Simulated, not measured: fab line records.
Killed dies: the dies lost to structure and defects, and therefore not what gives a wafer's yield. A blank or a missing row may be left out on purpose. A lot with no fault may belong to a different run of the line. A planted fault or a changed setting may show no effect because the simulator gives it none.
Matching of chambers | flow n5 finfet | N5_PASSIVATION_ETCH_54 on rie diel-04 has 4 sister chambers
The step etches SiO2 in CHF3/O2, target depth 880 nm, time 440 s. 4 wafers are shown with their chamber, then 7 later ones without.

WAFERS PAIRED WITH THEIR CHAMBERS
wafer  | chamber | rf vpp V (V)
L079.2 | 0       | 544
L079.4 | 3       | 527
L079.6 | 2       | 503
L086.5 | 1       | 539

WAFERS WHOSE CHAMBER IS MISSING
wafer  | rf vpp V (V)
L086.6 | 528
L092.3 | 539
L092.4 | 543
L092.5 | 543
L097.1 | 539
L097.2 | 502
L097.6 | 526

WHICH CHAMBER EACH ONE RAN IN
wafer  | from the rows above | in truth
L086.6 | 3                   | 3
L092.3 | 1                   | 1
L092.4 | 0                   | 0
L092.5 | 0                   | 0
L097.1 | 1                   | 1
L097.2 | 2                   | 2
L097.6 | 3                   | 3
7 of 7 placed correctly. Not placeable from these rows: 0. 0 placed wrongly.
How it was worked out, from the rows above alone: a wafer's distance from a chamber is the root of the sum, over the readings, of the square of ((its reading less the chamber's mean) divided by the reading's scatter). If the next closest chamber is less than 2 further off than the closest, the wafer can't be placed; otherwise it belongs to the closest. For every chamber, the mean is computed from those of its wafers that are shown. The scatter (one wafer shown for each chamber): square how far every hidden wafer sits from the nearest shown wafer, average those squares and take the square root.
